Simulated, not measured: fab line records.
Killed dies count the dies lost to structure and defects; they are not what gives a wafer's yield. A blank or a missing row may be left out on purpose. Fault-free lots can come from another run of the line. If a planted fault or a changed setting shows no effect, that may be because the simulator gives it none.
Chamber matching | flow n5_finfet | rie_diel-05 running N5_BEOL_M10_ETCH_65: 4 sister chambers
The step etches SiARC in CF4, target depth 39 nm, time 65 s. 8 wafers are shown with their chamber, then 7 later ones without.

## WAFERS WITH THEIR CHAMBER
wafer  | chamber | showerhead_plenum_p_Torr (Torr) | throttle_valve_pct (%)
L081.6 | 0       | 2.18                            | 15.61
L082.1 | 2       | 2.21                            | 15.89
L082.3 | 0       | 2.18                            | 15.61
L087.1 | 3       | 2.10                            | 15.32
L087.2 | 2       | 2.20                            | 15.91
L087.5 | 1       | 2.09                            | 15.51
L092.1 | 3       | 2.09                            | 15.36
L092.2 | 1       | 2.08                            | 15.53

## WAFERS MISSING THEIR CHAMBER
wafer  | showerhead_plenum_p_Torr (Torr) | throttle_valve_pct (%)
L092.4 | 2.20                            | 15.43
L095.2 | 2.20                            | 15.44
L095.5 | 2.20                            | 15.42
L095.6 | 2.08                            | 15.53
L094.1 | 2.17                            | 15.66
L094.3 | 2.20                            | 15.44
L094.4 | 2.17                            | 15.66

## CHAMBER TAKEN BY EACH
wafer  | from the rows above | in truth
L092.4 | 0                   | 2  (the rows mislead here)
L095.2 | 0                   | 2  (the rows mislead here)
L095.5 | 0                   | 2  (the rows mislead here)
L095.6 | 1                   | 1
L094.1 | 0                   | 0
L094.3 | 0                   | 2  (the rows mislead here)
L094.4 | 0                   | 0
Correct placement for 3 of the 7. Left unplaced by these rows: 0. Wrongly placed: 4.
How it was worked out, from the rows above alone: a wafer's distance from a chamber is the root of the sum, over the readings, of the square of ((its reading less the chamber's mean) divided by the reading's scatter). The wafer belongs to the nearest chamber; if the next one is less than 2 further off, it can't be placed. For every chamber, the mean is computed from those of its wafers that are shown. The scatter: take each reading less its chamber's mean, square it, sum over the shown wafers, divide by the number of wafers less the number of chambers, and take the root.
